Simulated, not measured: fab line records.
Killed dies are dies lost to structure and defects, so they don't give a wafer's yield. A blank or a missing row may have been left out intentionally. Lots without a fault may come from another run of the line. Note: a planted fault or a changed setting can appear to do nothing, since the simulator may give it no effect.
fab line records	flow n5-finfet
record lots=6	wafers=18	last-day=17
route steps=1938 shown MIM_BOT@1832 MIM_TOP@1834 MIM_TOP_LITHO@1839
lots that met no fault: taken from a fault-free run of the same line
start-h: hours from the record's opening day to when the first of the lot's shown wafers began	wait-h: how many hours have passed since the lot's step before this one	" same as the row above	L1.1+2: a single row standing in for several wafers	- either no value or no given start	* or withheld: withheld	< > ~ a bound
route shown NAME@n: NAME is a module with steps in the file, n the number in the route of the first one	usual: average and standard deviation across the fault-free wafers	same: alike in all rows	chamber/n: place in a boat	sites: the reading at each site	_std_site: standard deviation of those values	_edge_site: inner sites' mean taken away from outer sites' mean	radius-mm: for every site, how far away it sits from the centre of the wafer	mask NAME#n: copy n	behind: the last tool/chamber to shape the wafer	hold: why the lot went on hold/how many hours it stayed there/how the hold came to an end	device: the transistor (n, p or np) that didn't switch	end of line: at the end of the route, the tests of the same wafers	where a step has no rows: the recipe by itself	killed: dies that structure and defects cost at the first sort, which is not the same as the wafer's yield	map: shows each die of a wafer: x if killed, . if not, _ if none is there
set.NAME: the setting as run; set.NAME@STEP: as run at that earlier step	model.NAME: the simulator's own value behind a step, which no gauge read
lots at some steps of the route; a table a step, a row a wafer
services: when a tool's chamber went out of use (start-h, in hours from the record's first day, below 0 if earlier), for how many hours, and the reason
## steps
# step N5_MIM_BOT_DEGAS_01
# recipe ambient=vacuum	temp-c=300	time-s=60
# step N5_MIM_BOT_SPUTTER_00
# recipe material=TiN	target-thk-a=350	temp-c=200	power-w=3000	chamber-pressure-pa=0.49996	gas=Ar	reactive-partial-pa=0.37997	time-s=89.7
# usual throttle-valve-pct=30.5/0.86
lot.wafer	tool	chamber	start-h	wait-h	throttle-valve-pct
L142.1	pvd-sputter-01	-	292.01	0.0	31.7
L142.5	"	-	"	"	32.3
L142.6	"	-	"	"	30.5
L147.2	pvd-sputter-03	-	320.24	0.0	31.4
L147.3	"	-	"	"	29.7
L147.6	"	-	"	"	31.5
L151.1	pvd-sputter-01	-	352.98	0.0	31.5
L151.4	"	-	"	"	30.4
L151.6	"	-	"	"	30.4
L153.1	pvd-sputter-01	-	353.74	0.0	30.3
L153.2	"	-	"	"	31.9
L153.5	"	-	"	"	30.4
L158.3	pvd-sputter-01	-	380.68	0.0	32.0
L158.4	"	-	"	"	30.4
L158.5	"	-	"	"	30.3
L159.2	pvd-sputter-02	-	390.49	0.0	29.9
L159.4	"	-	"	"	29.5
L159.6	"	-	"	"	30.4
# step N5_MIM_TOP_ALD_00
# recipe material=Al2O3	target-thk-a=*	temp-c=withheld	ald-precursor-family=TMA	ald-co-reactant=O3	pulse-time-s=withheld	purge-time-s=3	co-reactant-purge-time-s=withheld	co-reactant-pulse-time-s=3	ald-cycles=withheld
# usual precursor-pulse-height-rel=1.000/0.018
lot.wafer	tool	chamber	start-h	wait-h	precursor-pulse-height-rel
L142.1	ald-hk-01	1	292.11	0.1	0.985
L142.5	"	1	"	"	1.016
L142.6	"	2	"	"	0.985
L147.2	ald-hk-01	2	320.34	0.1	0.993
L147.3	"	0	"	"	0.996
L147.6	"	3	"	"	1.020
L151.1	ald-hk-02	1	353.08	0.1	1.010
L151.4	"	0	"	"	0.994
L151.6	"	0	"	"	0.960
L153.1	ald-hk-03	0	353.84	0.1	1.020
L153.2	"	2	"	"	1.012
L153.5	"	2	"	"	1.009
L158.3	ald-hk-01	2	380.78	0.1	0.984
L158.4	"	3	"	"	0.994
L158.5	"	0	"	"	1.034
L159.2	ald-hk-03	0	390.59	0.1	0.985
L159.4	"	2	"	"	1.011
L159.6	"	2	"	"	1.014
# step N5_MIM_TOP_ALD_01
# recipe material=HfO2	target-thk-a=56	temp-c=withheld	ald-precursor-family=Hf-amide	ald-co-reactant=O3	pulse-time-s=1	purge-time-s=3	co-reactant-purge-time-s=2	co-reactant-pulse-time-s=3	ald-cycles=62
# usual precursor-pulse-height-rel=1.000/0.02
lot.wafer	tool	chamber	start-h	wait-h	precursor-pulse-height-rel
L142.1	ald-hk-01	1	-	-	0.968
L142.5	"	1	"	"	1.024
L142.6	"	2	"	"	1.005
L147.2	ald-hk-01	2	-	-	1.005
L147.3	"	0	"	"	1.028
L147.6	"	3	"	"	1.033
L151.1	ald-hk-02	1	-	-	1.015
L151.4	"	0	"	"	0.997
L151.6	"	0	"	"	0.986
L153.1	ald-hk-03	0	-	-	1.008
L153.2	"	2	"	"	0.996
L153.5	"	2	"	"	0.968
L158.3	ald-hk-01	2	-	-	0.968
L158.4	"	3	"	"	0.987
L158.5	"	0	"	"	0.970
L159.2	ald-hk-03	0	-	-	1.007
L159.4	"	2	"	"	0.991
L159.6	"	2	"	"	0.967
# step N5_MIM_TOP_ALD_02
# recipe material=Al2O3	target-thk-a=*	temp-c=withheld	ald-precursor-family=TMA	ald-co-reactant=O3	pulse-time-s=withheld	purge-time-s=3	co-reactant-purge-time-s=withheld	co-reactant-pulse-time-s=3	ald-cycles=withheld
# usual precursor-pulse-height-rel=1.001/0.021
lot.wafer	tool	chamber	start-h	wait-h	precursor-pulse-height-rel
L142.1	ald-hk-01	1	-	-	1.010
L142.5	"	1	"	"	1.038
L142.6	"	2	"	"	1.036
L147.2	ald-hk-01	2	-	-	0.997
L147.3	"	0	"	"	0.984
L147.6	"	3	"	"	0.997
L151.1	ald-hk-02	1	-	-	1.031
L151.4	"	0	"	"	0.982
L151.6	"	0	"	"	1.000
L153.1	ald-hk-03	0	-	-	1.014
L153.2	"	2	"	"	1.031
L153.5	"	2	"	"	1.027
L158.3	ald-hk-01	2	-	-	1.019
L158.4	"	3	"	"	1.003
L158.5	"	0	"	"	0.988
L159.2	ald-hk-03	0	-	-	0.997
L159.4	"	2	"	"	1.019
L159.6	"	2	"	"	0.998
# step N5_MIM_TOP_DEGAS_04
# recipe ambient=vacuum	temp-c=300	time-s=60
# step N5_MIM_TOP_SPUTTER_03
# recipe material=TiN	target-thk-a=350	temp-c=200	power-w=3000	chamber-pressure-pa=0.49996	gas=Ar	reactive-partial-pa=0.37997	time-s=89.7
# usual throttle-valve-pct=30.4/0.83
lot.wafer	tool	chamber	start-h	wait-h	throttle-valve-pct
L142.1	pvd-sputter-03	-	297.73	5.0	30.0
L142.5	"	-	"	"	29.8
L142.6	"	-	"	"	29.6
L147.2	pvd-sputter-01	-	321.28	0.0	30.2
L147.3	"	-	"	"	30.3
L147.6	"	-	"	"	30.6
L151.1	pvd-sputter-03	-	354.33	0.0	29.8
L151.4	"	-	"	"	29.7
L151.6	"	-	"	"	29.5
L153.1	pvd-sputter-01	-	354.50	0.0	31.7
L153.2	"	-	"	"	30.1
L153.5	"	-	"	"	31.3
L158.3	pvd-sputter-01	-	381.68	0.0	31.2
L158.4	"	-	"	"	30.3
L158.5	"	-	"	"	31.6
L159.2	pvd-sputter-01	-	391.08	0.0	30.2
L159.4	"	-	"	"	31.3
L159.6	"	-	"	"	32.3
# step N5_MIM_TOP_LITHO_HMDS_01
# recipe time-s=60	temp-c=120
# step N5_MIM_TOP_LITHO_COAT_02
# recipe spin-rpm=*	resist-thk-nm=*
# step N5_MIM_TOP_LITHO_EBR_04
# recipe solvent=PGMEA	ebr-width-mm=1.5
# step N5_MIM_TOP_LITHO_SOFTBAKE_03
# recipe temp-c=100	time-s=90
# step N5_MIM_TOP_LITHO_EXPOSE_05
# recipe mask-id=MIM_TOP	na=0.55	source-shape=conventional	sigma-outer=0.8	polarization=unpolarized	target-cd-nm=2000	dose-mj=20.5
# step N5_MIM_TOP_LITHO_PEB_06
# recipe peb-temp-c=withheld	peb-time-s=*
# usual chill-plate-temp-C=*	exhaust-pa=44.9/0.94
lot.wafer	tool	chamber	start-h	wait-h	chill-plate-temp-C	exhaust-pa
L142.1	litho-track-01	0	298.00	0.1	*	44.2
L142.5	"	0	"	"	*	44.4
L142.6	"	0	"	"	*	44.4
L147.2	litho-track-01	0	321.67	0.0	*	45.6
L147.3	"	0	"	"	*	44.6
L147.6	"	0	"	"	*	45.5
L151.1	litho-track-04	-	354.73	0.1	-	-
L151.4	"	-	"	"	-	-
L151.6	"	-	"	"	-	-
L153.1	litho-track-01	-	354.77	0.1	-	-
L153.2	"	-	"	"	-	-
L153.5	"	-	"	"	-	-
L158.3	litho-track-01	0	381.95	0.0	*	46.1
L158.4	"	0	"	"	*	45.6
L158.5	"	0	"	"	*	45.9
L159.2	litho-track-05	0	392.61	0.0	*	45.2
L159.4	"	0	"	"	*	46.6
L159.6	"	0	"	"	*	44.5
# step N5_MIM_TOP_LITHO_DEVELOP_07
# recipe develop-time-s=60	rinse-liquid=diw	dry=air-spin	dev-temp-c=21
## services
tool	chamber	start-h	hours	kind
ald-hk-01	-	272.55	1.6	repair
pvd-sputter-03	-	278.15	5.5	repair
pvd-sputter-02	-	294.67	5.9	repair
ald-hk-01	-	303.15	6.0	pm
pvd-sputter-01	-	310.24	2.1	repair
ald-hk-02	-	361.58	2.8	pm
ald-hk-02	-	365.57	2.5	repair
litho-track-04	-	385.89	-	consumable-replace:filter
pvd-sputter-03	-	387.67	2.2	repair
## key
first-sign step=N5_MIM_TOP_LITHO_PEB_06	reading=tool-record	direction=missing
effect none on later readings
met-at N5_MIM_TOP_LITHO_PEB_06
struck-wafers L151.1,L151.4,L151.6,L153.1,L153.2,L153.5
later-rows-left-out L151.1,L151.4,L151.6,L153.1,L153.2,L153.5
sort-left-out L151.1,L151.4,L151.6,L153.1,L153.2,L153.5
onset-between 321.67 354.73
fault kind=skipped-step-whole	tool=litho-track-01,litho-track-04	chamber=-	onset-h=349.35	steps=N5_MIM_TOP_LITHO_PEB_06	scope=struck-lots-only
# sort-left-out: the simulated sort isn't trusted on such a fault, so these wafers' sort isn't shown, and their yield isn't known
# later-rows-left-out: the simulator's readings of these wafers behind a module that went badly wrong aren't trusted and aren't shown, but for the sort
